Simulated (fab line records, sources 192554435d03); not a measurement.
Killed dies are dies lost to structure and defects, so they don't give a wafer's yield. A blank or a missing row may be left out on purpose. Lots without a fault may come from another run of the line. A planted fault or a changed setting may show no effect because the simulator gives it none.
fab line records | flow n5_finfet
record lots=5 wafers=15 last_day=16
route steps=1938 shown BEOL_M1@763 BEOL_M4@1111 PASSIVATION@1936
lots that met no fault: from a run of the same line without faults
start_h: hours from the record's first day to the start of the lot's first wafer shown | wait_h: hours since the lot's step before | " the same as in the row above | L1.1+2: a row that stands for several wafers | - no value, or no start given | * or withheld: withheld | < > ~ a bound
route shown NAME@n: a module of which the file shows steps, and the number in the route of the first | usual: mean/standard deviation of fault-free wafers | same: alike in all rows | chamber/n: place in a boat | sites: the reading at each site | _std_site: their standard deviation | _edge_site: outer sites' mean less inner sites' | radius_mm: how far each site lies from the wafer's centre | mask NAME#n: copy n | behind: the tool/chamber that last shaped the wafer | hold: why the lot was held/for how many hours/how that ended | device: the transistor (n, p or np) that didn't switch | end of line: the same wafers' tests at the end of the route | a step without rows: its recipe alone | killed: dies lost to structure and defects at the first sort, not the wafer's yield | map: a wafer's dies, x killed, . not, _ none there
set.NAME: the setting as run; set.NAME@STEP: as run at that earlier step | model.NAME: the simulator's own value behind a step, which no gauge read
lots at some steps of the route; a table a step, a row a wafer
services: from which hour (start_h, from the record's first day; less than 0 if before it) a tool's chamber was out of use, for how many hours, and why
## steps
# step N5_BEOL_M1_DEVELOP_10
# recipe develop_time_s=30 developer=TMAH resist=CAR-EUV rinse_liquid=surfactant_rinse dry=air_spin dev_temp_c=23
# step N5_BEOL_M1_DESCUM_16
# recipe chemistry=O2 time_s=7 source_power_w=50 bias_power_w=20 pressure_mtorr=20 rf_frequency_hz=2.712e+07 temp_c=40 resist=CAR-EUV o2_flow_sccm=225
# step N5_BEOL_M1_ETCH_74
# recipe chemistry=N2/H2 target=underlayer target_depth_a=65 mask_material=CAR-EUV time_s=5.2 ion_energy_ev=200 pressure_mtorr=30 source_w=840 bias_w=150 n2_flow_sccm=200 h2_flow_sccm=200 ends=cleared
# step N5_BEOL_M1_ETCH_63
# recipe chemistry=CF4 target=SiARC target_depth_a=156 mask_material=CAR-EUV time_s=26 ion_energy_ev=80 pressure_mtorr=40 source_w=545 bias_w=36 Ar_flow_sccm=100 cf4_flow_sccm=100 ends=cleared
# step N5_BEOL_M1_ETCH_64
# recipe chemistry=N2/H2 target=SOC target_depth_a=750 overetch_a=150 mask_material=SiARC temp_c=40 time_s=112.5 ion_energy_ev=200 pressure_mtorr=30 source_w=840 bias_w=150 n2_flow_sccm=200 h2_flow_sccm=200
# step N5_BEOL_M1_STRIP_65
# recipe chemistry=N2/H2 temp_c=40 n2_flow_sccm=200 h2_flow_sccm=200 rf_frequency_hz=6e+07
# step N5_BEOL_M1_STRIP_75
# recipe chemistry=N2/H2 temp_c=40 n2_flow_sccm=200 h2_flow_sccm=200 rf_frequency_hz=6e+07
# step N5_BEOL_M1_STRIP_66
# recipe chemistry=CF4 resist=SiARC power_w=300 bias_power_w=75 pressure_mtorr=50 cf4_flow_sccm=150 rf_frequency_hz=6e+07
# step N5_BEOL_M1_HM_OPEN_17
# recipe chemistry=Cl2/BCl3 target_depth_a=200 overetch_a=60 target=TiN mask_material=SOC ion_energy_ev=150 pressure_mtorr=10 icp_w=1000 bias_w=126 Cl2_flow_sccm=53.25 bcl3_flow_sccm=21.75 Ar_flow_sccm=25
# step N5_BEOL_M1_STRIP_19
# recipe chemistry=O2 power_w=400 temp_c=40 pressure_mtorr=30 rf_frequency_hz=6e+07 bias_power_w=0 overash_fraction=0.2 o2_flow_sccm=225
# usual bias_power_w=0/0 chamber_pressure_mTorr=30.00/0.031 drypump_motor_current_A=5.8/0.53 oes_product_au=0.75/0.065 rf_vpp_V=3.7/0.49 showerhead_plenum_p_Torr=2.09/0.064 throttle_valve_pct=16.6/0.32
# columns lot.wafer tool chamber start_h wait_h bias_power_w chamber_pressure_mTorr drypump_motor_current_A oes_product_au rf_hours_counter_h rf_vpp_V showerhead_plenum_p_Torr throttle_valve_pct model.SOC_of_BEOL_M1_COAT_61.thk_nm
L499.1 rie_diel-03 0 162.20 0.1 - - - - - - - - 52.2
L499.2 " 3 " " - - - - - - - - 52.6
L499.6 " 0 " " - - - - - - - - 52.4
L500.3 rie_diel-03 2 171.43 0.1 - - - - - - - - 52
L500.4 " 0 " " - - - - - - - - 52.4
L500.6 " 1 " " - - - - - - - - 52
L501.1 rie_diel-04 3 176.81 0.1 - - - - - - - - 52.4
L501.3 " 2 " " - - - - - - - - 52.4
L501.4 " 1 " " - - - - - - - - 52.4
L502.1 rie_diel-02 3 176.98 0.1 0 29.96 6.6 0.86 47 3.5 2.04 16.2 0
L502.3 " 0 " " 0 29.99 5.8 0.69 221 3.5 2.17 17.3 0
L502.5 " 3 " " 0 30.00 6.6 0.87 - 4.0 2.04 16.2 0
L507.1 rie_diel-04 1 208.58 0.1 0 29.99 5.3 0.83 96 3.7 2.03 16.3 0
L507.4 " 2 " " 0 29.98 5.2 0.74 156 4.4 2.11 16.4 0
L507.5 " 1 " " 0 29.99 5.3 0.82 - 4.3 2.03 16.3 0
# step N5_BEOL_M1_COAT_67
# recipe resist=SOC temp_c=250 time_s=60 spin_rpm=1500 resist_thk_nm=60
# step N5_BEOL_M1_COAT_68
# recipe resist=SiARC temp_c=220 time_s=60 spin_rpm=1500 resist_thk_nm=12
# step N5_BEOL_M1_COAT_76
# recipe resist=underlayer temp_c=205 time_s=60 spin_rpm=1500 resist_thk_nm=5
# step N5_BEOL_M1_COAT_22
# recipe resist=CAR-EUV spin_rpm=1500 resist_thk_nm=30
# step N5_BEOL_M1_EBR_24
# recipe solvent=PGMEA ebr_width_mm=1.5
# step N5_BEOL_M1_SOFTBAKE_23
# recipe temp_c=110 time_s=60 resist=CAR-EUV
# step N5_BEOL_M1_EXPOSE_25
# recipe mask_id=V0 na=0.33 source_shape=quasar sigma_inner=0.2 sigma_outer=0.8 polarization=unpolarized defocus_nm=5 target_cd_nm=24 dose_mj=63
# step N5_BEOL_M1_PEB_26
# recipe peb_temp_c=100 peb_time_s=60 resist=CAR-EUV
# step N5_BEOL_M1_DEVELOP_27
# recipe develop_time_s=30 developer=TMAH resist=CAR-EUV rinse_liquid=surfactant_rinse dry=air_spin dev_temp_c=23
# step N5_BEOL_M1_DESCUM_33
# recipe chemistry=O2 time_s=7 source_power_w=50 bias_power_w=20 pressure_mtorr=20 rf_frequency_hz=2.712e+07 temp_c=40 resist=CAR-EUV o2_flow_sccm=225
# step N5_BEOL_M1_ETCH_77
# recipe chemistry=N2/H2 target=underlayer target_depth_a=65 mask_material=CAR-EUV time_s=5.2 ion_energy_ev=200 pressure_mtorr=30 source_w=840 bias_w=150 n2_flow_sccm=200 h2_flow_sccm=200 ends=cleared
# step N5_BEOL_M1_ETCH_69
# recipe chemistry=CF4 target=SiARC target_depth_a=156 mask_material=CAR-EUV time_s=26 ion_energy_ev=80 pressure_mtorr=40 source_w=545 bias_w=36 Ar_flow_sccm=100 cf4_flow_sccm=100 ends=cleared
# step N5_BEOL_M1_ALD_98
# recipe material=SiO2 target_thk_a=25 temp_c=100 ald_precursor_family=BDEAS ald_co_reactant=O2-plasma pulse_time_s=1 co_reactant_pulse_time_s=1 purge_time_s=2 co_reactant_purge_time_s=2 ald_cycles=17 pressure_torr=2
# step N5_BEOL_M1_ETCHBACK_99
# recipe chemistry=CHF3 target=SiO2 target_depth_a=50 time_s=10.4 source_w=215 bias_w=47 Ar_flow_sccm=200 CHF3_flow_sccm=12 ion_energy_ev=100 pressure_mtorr=30
# step N5_BEOL_M1_ETCH_70
# recipe chemistry=N2/H2 target=SOC target_depth_a=800 overetch_a=160 mask_material=SiARC temp_c=40 time_s=120 ion_energy_ev=200 pressure_mtorr=30 source_w=840 bias_w=150 n2_flow_sccm=200 h2_flow_sccm=200
# usual drypump_motor_current_A=5.8/0.59 h2_flow_sccm=200.0/0.54 oes_product_au=0.58/0.053 rf_vpp_V=523.5/2.5 showerhead_plenum_p_Torr=2.53/0.085 throttle_valve_pct=17.8/0.32
# columns lot.wafer tool chamber start_h wait_h drypump_motor_current_A h2_flow_sccm oes_product_au rf_hours_counter_h rf_vpp_V showerhead_plenum_p_Torr throttle_valve_pct model.etch.depth_nm
L499.1 rie_diel-03 2 166.74 0.0 5.6 201.0 0.74 200 522.7 2.50 18.0 95.78
L499.2 " 0 " " 5.1 200.2 0.69 231 522.2 2.50 18.1 93.36
L499.6 " 2 " " 5.6 200.3 0.73 - 524.5 2.50 18.0 94.86
L500.3 rie_diel-02 2 175.25 0.0 4.7 200.1 1.00 0 526.7 2.60 17.6 99.07
L500.4 " 1 " " 6.6 199.7 0.69 199 525.6 2.64 18.1 93.34
L500.6 " 2 " " 4.7 200.1 1.01 - 526.2 2.60 17.6 99.69
L501.1 rie_diel-03 3 178.69 0.0 5.8 200.4 0.77 95 524.8 2.58 17.7 96
L501.3 " 2 " " 5.6 199.6 0.74 204 523.1 2.50 18.0 96.5
L501.4 " 1 " " 6.3 200.2 0.70 223 526.7 2.62 17.6 95.78
L502.1 rie_diel-03 2 179.16 0.0 5.6 200.0 0.56 204 522.0 2.50 18.0 60.16
L502.3 " 3 " " 5.8 200.7 0.60 96 523.5 2.58 17.7 60.27
L502.5 " 0 " " 5.1 200.2 0.54 - 522.3 2.50 18.1 60.11
L507.1 rie_diel-02 1 211.70 0.0 6.6 200.3 0.53 212 525.2 2.64 18.1 59.97
L507.4 " 3 " " 6.6 199.7 0.65 56 523.1 2.46 17.2 59.97
L507.5 " 1 " " 6.6 199.8 0.53 - 525.7 2.64 18.1 60.05
# step N5_BEOL_M1_STRIP_71
# recipe chemistry=N2/H2 temp_c=40 n2_flow_sccm=200 h2_flow_sccm=200 rf_frequency_hz=6e+07
# step N5_BEOL_M1_STRIP_78
# recipe chemistry=N2/H2 temp_c=40 n2_flow_sccm=200 h2_flow_sccm=200 rf_frequency_hz=6e+07
# step N5_BEOL_M1_VIA_ETCH_34
# recipe chemistry=C4F6/O2 target_depth_a=678 mask_material=SOC pressure_mtorr=15 ion_energy_ev=250 taper_deg=4 time_s=64.4 source_w=350 bias_w=170 Ar_flow_sccm=300 C4F6_flow_sccm=10 O2_flow_sccm=10
# step N5_BEOL_M1_STRIP_83
# recipe chemistry=C4F6/O2 resist=SiARC rf_frequency_hz=6e+07
# step N5_BEOL_M1_STRIP_36
# recipe chemistry=N2/H2 power_w=450 temp_c=40 pressure_mtorr=20 rf_frequency_hz=6e+07 overash_fraction=0.3 bias_power_w=7 h2_frac=0.5 n2_flow_sccm=200 h2_flow_sccm=200
# step N5_BEOL_M1_TRENCH_ETCH_37
# recipe chemistry=C4F6/O2 target_depth_a=552.07 target=SiOC time_s=29 ion_energy_ev=250 pressure_mtorr=30 source_w=355 bias_w=185 Ar_flow_sccm=300 C4F6_flow_sccm=10 O2_flow_sccm=10
# step N5_BEOL_M1_ETCH_41
# recipe chemistry=CH3F/O2 target=SiCN target_depth_a=319 taper_deg=2 time_s=57.8 ion_energy_ev=120 mask_material=TiN pressure_mtorr=30 source_w=395 bias_w=75 Ar_flow_sccm=150 CH3F_flow_sccm=30 O2_flow_sccm=20
# usual drypump_motor_current_A=5.8/0.59 oes_product_au=0.76/0.075 rf_vpp_V=297.0/1.7 showerhead_plenum_p_Torr=1.99/0.069 throttle_valve_pct=16.28/0.29
# columns lot.wafer tool chamber start_h wait_h drypump_motor_current_A oes_product_au rf_hours_counter_h rf_vpp_V showerhead_plenum_p_Torr throttle_valve_pct model.SOC_of_BEOL_M1_COAT_61.thk_nm
L499.1 rie_diel-03 2 - - 5.6 0.69 200 296.7 1.98 16.55 34.2
L499.2 " 0 " " 5.1 0.53 231 296.7 1.99 16.70 34.6
L499.6 " 2 " " 5.6 0.65 - 296.7 1.98 16.54 34.4
L500.3 rie_diel-02 2 - - 4.7 0.98 0 297.7 2.07 16.19 33.8
L500.4 " 1 " " 6.6 0.52 199 299.6 2.05 16.48 34.6
L500.6 " 2 " " 4.6 0.98 - 298.1 2.07 16.18 33.6
L501.1 rie_diel-03 3 - - 5.8 0.74 96 296.7 2.02 16.06 34
L501.3 " 2 " " 5.6 0.70 204 297.0 1.98 16.55 34.2
L501.4 " 1 " " 6.3 0.64 223 298.6 2.05 16.09 34.6
L502.1 rie_diel-03 2 - - 5.6 0.73 204 295.2 1.98 16.55 0
L502.3 " 3 " " 5.8 0.79 96 297.1 2.02 16.06 0
L502.5 " 0 " " 5.1 0.68 - 296.8 1.99 16.72 0
L507.1 rie_diel-02 1 - - 6.5 0.69 212 297.2 2.05 16.50 0
L507.4 " 3 " " 6.6 0.86 56 295.6 1.96 15.95 0
L507.5 " 1 " " 6.6 0.69 - 296.7 2.05 16.49 0
# step N5_BEOL_M1_STRIP_97
# recipe chemistry=N2/H2 time_s=10 power_w=450 temp_c=40 pressure_mtorr=20 rf_frequency_hz=6e+07 bias_power_w=7 n2_flow_sccm=200 h2_flow_sccm=200
# step N5_BEOL_M1_HM_STRIP_39
# recipe chemistry=peroxide_tin_strip material=TiN target_depth_a=250 temp_c=50 time_s=158
# step N5_BEOL_M1_CD_MEAS_35
# recipe target_cd_nm=18 target_cd_y_nm=21 polarity=opening
# usual cd_nm=18.1/0.37
# columns lot.wafer tool chamber start_h wait_h cd_nm
L499.1 cd_sem-01 - 167.25 0.0 -
L499.2 " - " " -
L499.6 " - " " -
L500.3 cd_sem-03 - 175.77 0.0 17.7
L500.4 " - " " -
L500.6 " - " " 17.7
L501.1 cd_sem-03 - 179.20 0.0 -
L501.3 " - " " -
L501.4 " - " " -
L502.1 cd_sem-03 - 179.67 0.0 17.4
L502.3 " - " " 18.4
L502.5 " - " " 18.2
L507.1 cd_sem-02 - 212.21 0.0 18.4
L507.4 " - " " 18.2
L507.5 " - " " 18.1
# step N5_BEOL_M4_RC_MEAS_101
# usual DIBL_N=36.5/2 DIBL_P=36.5/2.3 IOFF_N=0.16/0.036 IOFF_P=0.21/0.037 ION_N=672/12 ION_P=459/7.1 SS_N=71.6/0.73 SS_P=73.4/0.76 VT_N=250/3.3 VT_P=-250.5/2.9
# columns lot.wafer tool chamber start_h wait_h DIBL_N[mV/V] DIBL_P[mV/V] IOFF_N[nA/um] IOFF_P[nA/um] ION_N[uA/um] ION_P[uA/um] SS_N[mV/dec] SS_P[mV/dec] VT_N[mV] VT_P[mV]
L502.1 prober-02 0 229.43 0.0 35.0 35.5 0.13 0.18 672 459 71.7 72.7 250 -250.2
L502.3 " 0 " " 32.3 32.5 0.11 0.15 662 457 71.0 72.0 253 -253.1
L502.5 " 0 " " 35.6 37.0 0.16 0.22 679 464 71.3 73.5 247 -247.0
L507.1 prober-02 0 257.60 0.0 40.6 41.6 0.23 0.31 680 466 72.2 74.7 245 -246.1
L507.4 " 0 " " 40.2 39.0 0.21 0.25 649 444 73.9 73.9 249 -250.4
L507.5 " 0 " " 37.8 38.2 0.16 0.24 648 452 72.4 73.2 254 -251.2
# step N5_PASSIVATION_PROBE_49
# usual defect_limited_yield=91.4/1.4 killed_at_M0_to_M3=33/11 killed_at_M4_up=13/5.3 killed_at_contacts=13/6.1 killed_at_front_end=40/11 killed_at_other=2.9/2.7 killed_dies=102/17 killed_on_rim=14/4.2 killed_open=68/13 killed_short=32/7.5 sort_bin_5_function=5.1/0.98 sort_bin_6_memory=3.2/0.69 sort_bin_8_speed=0.1/1.1 sort_n_pass=1077/21 sort_yield_pct=91.3/1.7
# same gross_dies=1180 killed_at_back_side=0 sort_bin_4_leakage[%]=0
# columns lot.wafer tool chamber start_h wait_h defect_limited_yield[%] killed_at_M0_to_M3 killed_at_M4_up killed_at_contacts killed_at_front_end killed_at_other killed_dies killed_on_rim killed_open killed_short sort_bin_5_function[%] sort_bin_6_memory[%] sort_bin_8_speed[%] sort_n_pass sort_yield_pct[%]
L499.1 prober-02 - 320.44 0.0 0 1102 26 17 31 4 1180 152 85 25 95.8 4.1 0 0 0
L499.2 prober-02 - 320.49 0.1 0 1125 15 18 21 1 1180 152 62 37 96.4 3.2 0 0 0
L499.6 prober-02 - 320.69 0.3 0 1116 18 16 29 1 1180 152 56 28 96.4 3.0 0 0 0
L500.3 prober-02 - 340.63 0.1 0 1127 7 4 41 1 1180 152 61 37 96.4 3.4 0 0 0
L500.4 prober-02 - 340.68 0.2 0 1091 17 18 52 2 1180 152 85 46 94.8 4.6 0 0 0
L500.6 prober-02 - 340.78 0.3 0 1108 21 12 34 5 1180 152 76 45 95.5 4.2 0 0 0
L502.1 prober-01 - 349.32 0.0 93.2 23 14 6 36 1 80 11 52 27 4.4 2.2 0 1100 93.2
L502.3 prober-01 - 349.42 0.1 92.9 27 16 14 27 0 84 10 45 33 4.4 2.5 0 1096 92.9
L502.5 prober-01 - 349.52 0.2 95.0 22 3 3 30 1 59 7 34 24 2.8 2.0 0 1121 95.0
L501.1 prober-02 - 350.59 0.0 0 1107 15 15 41 2 1180 152 73 32 95.8 4.0 0 0 0
L501.3 prober-02 - 350.69 0.1 0 1114 12 13 41 0 1180 152 69 48 95.7 3.9 0 0 0
L501.4 prober-02 - 350.74 0.2 0 1114 8 11 42 5 1180 152 76 38 95.3 4.2 0 0 0
L507.1 prober-01 - 378.38 0.0 93.5 27 7 13 30 0 77 7 44 32 3.4 3.1 0 1103 93.5
L507.4 prober-01 - 378.53 0.2 92.0 29 4 12 45 4 94 7 55 36 4.5 2.8 0.1 1085 91.9
L507.5 prober-01 - 378.58 0.2 92.9 30 7 11 36 0 84 14 55 29 4.1 2.8 0 1096 92.9
# killed by level:class
L499.1 BEOL_M1:area_etch=1041 BEOL_M1:plasma_strip_residue=29 BEOL_M4:geometric_particle:open=18 BEOL_M0_SAQP:geometric_particle:open=13 MOL_CONTACT_COAG:geometric_particle:open=12 STI_FIN_REVEAL:geometric_particle:open=9 BEOL_M1:geometric_particle:open=7 BEOL_M3:geometric_particle:open=6
L499.2 BEOL_M1:area_etch=1055 BEOL_M1:plasma_strip_residue=25 MOL_CONTACT_COAG:geometric_particle:open=16 BEOL_M0_SAQP:geometric_particle:short=12 GATE_CUT:geometric_particle:short=8 BEOL_M0_SAQP:geometric_particle:open=8 BEOL_M4:geometric_particle:open=7 BEOL_M3:geometric_particle:open=5
L499.6 BEOL_M1:area_etch=1070 BEOL_M1:plasma_strip_residue=25 MOL_CONTACT_COAG:geometric_particle:open=15 BEOL_M4:geometric_particle:short=7 BEOL_M1:geometric_particle:open=6 BEOL_M4:geometric_particle:open=6 GATE_CUT:geometric_particle:short=5 BEOL_M5:geometric_particle:open=5
L500.3 BEOL_M1:area_etch=1047 BEOL_M1:plasma_strip_residue=29 BEOL_M0_SAQP:geometric_particle:open=14 STI_FIN_REVEAL:geometric_particle:open=9 BEOL_M1:geometric_particle:open=8 BEOL_M3:geometric_particle:open=8 GATE_CUT:geometric_particle:short=7 BEOL_M0_SAQP:geometric_particle:short=7
L500.4 BEOL_M1:area_etch=1028 BEOL_M1:plasma_strip_residue=19 MOL_CONTACT_COAG:geometric_particle:open=14 BEOL_M2:geometric_particle:open=14 STI_FIN_REVEAL:geometric_particle:open=12 FIN_SAQP:geometric_particle:open=11 FIN_SAQP:geometric_particle:short=10 BEOL_M0_SAQP:geometric_particle:short=9
L500.6 BEOL_M1:area_etch=1031 BEOL_M1:plasma_strip_residue=18 BEOL_M0_SAQP:geometric_particle:short=14 BEOL_M4:geometric_particle:open=12 BEOL_M2:geometric_particle:open=10 MOL_CONTACT_COAG:geometric_particle:open=9 BEOL_M0_SAQP:geometric_particle:open=9 BEOL_M1:area_ald=9
L502.1 STI_FIN_REVEAL:geometric_particle:open=13 BEOL_M0_SAQP:geometric_particle:short=9 DUMMY_GATE:geometric_particle:open=8 FIN_SAQP:geometric_particle:short=5 MOL_CONTACT_COAG:geometric_particle:open=5 BEOL_M0_SAQP:geometric_particle:open=4 BEOL_M2:geometric_particle:open=4 BEOL_M8:geometric_particle:open=4
L502.3 BEOL_M0_SAQP:geometric_particle:short=10 MOL_CONTACT_COAG:geometric_particle:open=7 MOL_CONTACT_COAG:geometric_particle:short=7 BEOL_M4:geometric_particle:open=7 FIN_SAQP:geometric_particle:open=6 STI_FIN_REVEAL:geometric_particle:open=6 BEOL_M0_SAQP:geometric_particle:open=6 FIN_SAQP:geometric_particle:short=4
L502.5 FIN_SAQP:geometric_particle:short=9 BEOL_M0_SAQP:geometric_particle:open=6 STARTING-WAFER:geometric_particle:short=5 FIN_SAQP:geometric_particle:open=4 BEOL_M1:geometric_particle:open=4 DUMMY_GATE:geometric_particle:open=3 MOL_CONTACT_COAG:geometric_particle:open=3 BEOL_M2:geometric_particle:open=3
L501.1 BEOL_M1:area_etch=1051 BEOL_M1:plasma_strip_residue=24 STI_FIN_REVEAL:geometric_particle:open=13 BEOL_M1:geometric_particle:open=11 MOL_CONTACT_COAG:geometric_particle:open=10 BEOL_M4:geometric_particle:open=10 BEOL_M3:geometric_particle:open=8 FIN_SAQP:geometric_particle:short=6
L501.3 BEOL_M1:area_etch=1042 BEOL_M1:plasma_strip_residue=19 STI_FIN_REVEAL:geometric_particle:open=13 BEOL_M0_SAQP:geometric_particle:short=11 MOL_CONTACT_COAG:geometric_particle:open=10 BEOL_M3:geometric_particle:open=9 BEOL_M2:geometric_particle:open=8 FIN_SAQP:geometric_particle:open=6
L501.4 BEOL_M1:area_etch=1044 BEOL_M1:plasma_strip_residue=22 BEOL_M1:geometric_particle:open=19 STI_FIN_REVEAL:geometric_particle:open=14 FIN_SAQP:geometric_particle:short=12 BEOL_M0_SAQP:geometric_particle:short=8 BEOL_M3:geometric_particle:open=8 MOL_CONTACT_COAG:geometric_particle:open=7
L507.1 MOL_CONTACT_COAG:geometric_particle:open=11 BEOL_M0_SAQP:geometric_particle:open=8 BEOL_M0_SAQP:geometric_particle:short=8 FIN_SAQP:geometric_particle:open=6 GATE_CUT:geometric_particle:short=6 BEOL_M1:geometric_particle:open=5 ILD0:geometric_particle:short=4 FIN_CUT:geometric_particle:short=3
L507.4 FIN_SAQP:geometric_particle:open=17 MOL_CONTACT_COAG:geometric_particle:open=11 BEOL_M0_SAQP:geometric_particle:short=8 GATE_CUT:geometric_particle:short=6 BEOL_M0_SAQP:geometric_particle:open=5 STARTING-WAFER:geometric_particle:short=5 FIN_SAQP:geometric_particle:short=4 BEOL_M1:geometric_particle:open=3
L507.5 MOL_CONTACT_COAG:geometric_particle:open=10 BEOL_M0_SAQP:geometric_particle:open=9 FIN_SAQP:geometric_particle:short=6 FIN_SAQP:geometric_particle:open=5 GATE_CUT:geometric_particle:open=5 BEOL_M0_SAQP:geometric_particle:short=5 BEOL_M2:geometric_particle:open=5 BEOL_M2:geometric_particle:short=5
# map L499.1 (x killed, . not)
_________________xxxxxxxxxxxx________________
______________xxxxxxxxxxxxxxxxxx_____________
___________xxxxxxxxxxxxxxxxxxxxxxxx__________
__________xxxxxxxxxxxxxxxxxxxxxxxxxx_________
________xxxxxxxxxxxxxxxxxxxxxxxxxxxxxx_______
_______xxxxxxxxxxxxxxxxxxxxxxxxxxxxxxxx______
______xxxxxxxxxxxxxxxxxxxxxxxxxxxxxxxxxx_____
_____xxxxxxxxxxxxxxxxxxxxxxxxxxxxxxxxxxxx____
____xxxxxxxxxxxxxxxxxxxxxxxxxxxxxxxxxxxxxx___
___xxxxxxxxxxxxxxxxxxxxxxxxxxxxxxxxxxxxxxxx__
___xxxxxxxxxxxxxxxxxxxxxxxxxxxxxxxxxxxxxxxx__
__xxxxxxxxxxxxxxxxxxxxxxxxxxxxxxxxxxxxxxxxxx_
__xxxxxxxxxxxxxxxxxxxxxxxxxxxxxxxxxxxxxxxxxx_
_xxxxxxxxxxxxxxxxxxxxxxxxxxxxxxxxxxxxxxxxxxxx
_xxxxxxxxxxxxxxxxxxxxxxxxxxxxxxxxxxxxxxxxxxxx
_xxxxxxxxxxxxxxxxxxxxxxxxxxxxxxxxxxxxxxxxxxxx
_xxxxxxxxxxxxxxxxxxxxxxxxxxxxxxxxxxxxxxxxxxxx
_xxxxxxxxxxxxxxxxxxxxxxxxxxxxxxxxxxxxxxxxxxxx
_xxxxxxxxxxxxxxxxxxxxxxxxxxxxxxxxxxxxxxxxxxxx
_xxxxxxxxxxxxxxxxxxxxxxxxxxxxxxxxxxxxxxxxxxxx
_xxxxxxxxxxxxxxxxxxxxxxxxxxxxxxxxxxxxxxxxxxxx
__xxxxxxxxxxxxxxxxxxxxxxxxxxxxxxxxxxxxxxxxxx_
__xxxxxxxxxxxxxxxxxxxxxxxxxxxxxxxxxxxxxxxxxx_
___xxxxxxxxxxxxxxxxxxxxxxxxxxxxxxxxxxxxxxxx__
___xxxxxxxxxxxxxxxxxxxxxxxxxxxxxxxxxxxxxxxx__
____xxxxxxxxxxxxxxxxxxxxxxxxxxxxxxxxxxxxxx___
_____xxxxxxxxxxxxxxxxxxxxxxxxxxxxxxxxxxxx____
______xxxxxxxxxxxxxxxxxxxxxxxxxxxxxxxxxx_____
_______xxxxxxxxxxxxxxxxxxxxxxxxxxxxxxxx______
________xxxxxxxxxxxxxxxxxxxxxxxxxxxxxx_______
__________xxxxxxxxxxxxxxxxxxxxxxxxxx_________
___________xxxxxxxxxxxxxxxxxxxxxxxx__________
______________xxxxxxxxxxxxxxxxxx_____________
_________________xxxxxxxxxxxx________________
# map L500.3 (x killed, . not)
_________________xxxxxxxxxxxx________________
______________xxxxxxxxxxxxxxxxxx_____________
___________xxxxxxxxxxxxxxxxxxxxxxxx__________
__________xxxxxxxxxxxxxxxxxxxxxxxxxx_________
________xxxxxxxxxxxxxxxxxxxxxxxxxxxxxx_______
_______xxxxxxxxxxxxxxxxxxxxxxxxxxxxxxxx______
______xxxxxxxxxxxxxxxxxxxxxxxxxxxxxxxxxx_____
_____xxxxxxxxxxxxxxxxxxxxxxxxxxxxxxxxxxxx____
____xxxxxxxxxxxxxxxxxxxxxxxxxxxxxxxxxxxxxx___
___xxxxxxxxxxxxxxxxxxxxxxxxxxxxxxxxxxxxxxxx__
___xxxxxxxxxxxxxxxxxxxxxxxxxxxxxxxxxxxxxxxx__
__xxxxxxxxxxxxxxxxxxxxxxxxxxxxxxxxxxxxxxxxxx_
__xxxxxxxxxxxxxxxxxxxxxxxxxxxxxxxxxxxxxxxxxx_
_xxxxxxxxxxxxxxxxxxxxxxxxxxxxxxxxxxxxxxxxxxxx
_xxxxxxxxxxxxxxxxxxxxxxxxxxxxxxxxxxxxxxxxxxxx
_xxxxxxxxxxxxxxxxxxxxxxxxxxxxxxxxxxxxxxxxxxxx
_xxxxxxxxxxxxxxxxxxxxxxxxxxxxxxxxxxxxxxxxxxxx
_xxxxxxxxxxxxxxxxxxxxxxxxxxxxxxxxxxxxxxxxxxxx
_xxxxxxxxxxxxxxxxxxxxxxxxxxxxxxxxxxxxxxxxxxxx
_xxxxxxxxxxxxxxxxxxxxxxxxxxxxxxxxxxxxxxxxxxxx
_xxxxxxxxxxxxxxxxxxxxxxxxxxxxxxxxxxxxxxxxxxxx
__xxxxxxxxxxxxxxxxxxxxxxxxxxxxxxxxxxxxxxxxxx_
__xxxxxxxxxxxxxxxxxxxxxxxxxxxxxxxxxxxxxxxxxx_
___xxxxxxxxxxxxxxxxxxxxxxxxxxxxxxxxxxxxxxxx__
___xxxxxxxxxxxxxxxxxxxxxxxxxxxxxxxxxxxxxxxx__
____xxxxxxxxxxxxxxxxxxxxxxxxxxxxxxxxxxxxxx___
_____xxxxxxxxxxxxxxxxxxxxxxxxxxxxxxxxxxxx____
______xxxxxxxxxxxxxxxxxxxxxxxxxxxxxxxxxx_____
_______xxxxxxxxxxxxxxxxxxxxxxxxxxxxxxxx______
________xxxxxxxxxxxxxxxxxxxxxxxxxxxxxx_______
__________xxxxxxxxxxxxxxxxxxxxxxxxxx_________
___________xxxxxxxxxxxxxxxxxxxxxxxx__________
______________xxxxxxxxxxxxxxxxxx_____________
_________________xxxxxxxxxxxx________________
## services
# columns tool chamber start_h hours kind
rie_diel-02 2 139.95 - clean
rie_diel-02 2 139.95 - consumable_replace:focus_ring
rie_diel-02 2 139.95 34.7 scheduled_down
rie_diel-02 2 139.95 34.7 vent_cycle
rie_diel-03 2 143.43 10.1 repair
rie_diel-04 1 209.51 16.5 repair
## key
first_sign step=N5_BEOL_M1_STRIP_19 reading=tool_record direction=missing
effect step=N5_BEOL_M1_ETCH_70 reading=oes_product_au direction=up sigmas=3.9 usual=0.58 struck=0.79
effect step=N5_BEOL_M1_CD_MEAS_35 reading=cd_nm direction=missing
effect step=N5_PASSIVATION_PROBE_49 reading=killed_at_M0_to_M3 direction=up sigmas=99+ usual=33 struck=1112
model_effect step=N5_BEOL_M1_STRIP_19 value=SOC_of_BEOL_M1_COAT_61.thk_nm without=0 struck=52.31
model_effect step=N5_BEOL_M1_ETCH_70 value=etch.depth_nm without=60.05 struck=96.04
model_effect step=N5_BEOL_M1_ETCH_41 value=SOC_of_BEOL_M1_COAT_61.thk_nm without=0 struck=34.22
more_kills_born_at N5_BEOL_M1_ETCH_70@rie_diel-03=6303 N5_BEOL_M1_ETCH_70@rie_diel-02=3106
met_at N5_BEOL_M1_STRIP_19
struck_wafers L499.1,L499.2,L499.6,L500.3,L500.4,L500.6,L501.1,L501.3,L501.4
later_rows_left_out L499.1,L499.2,L499.6,L500.3,L500.4,L500.6,L501.1,L501.3,L501.4
fault kind=skipped_step_whole tool=rie_diel-03,rie_diel-04 chamber=- onset_h=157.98 steps=N5_BEOL_M1_STRIP_19 scope=struck_lots_only
# later_rows_left_out: the simulator's readings of these wafers behind a module that went badly wrong aren't trusted and aren't shown, but for the sort
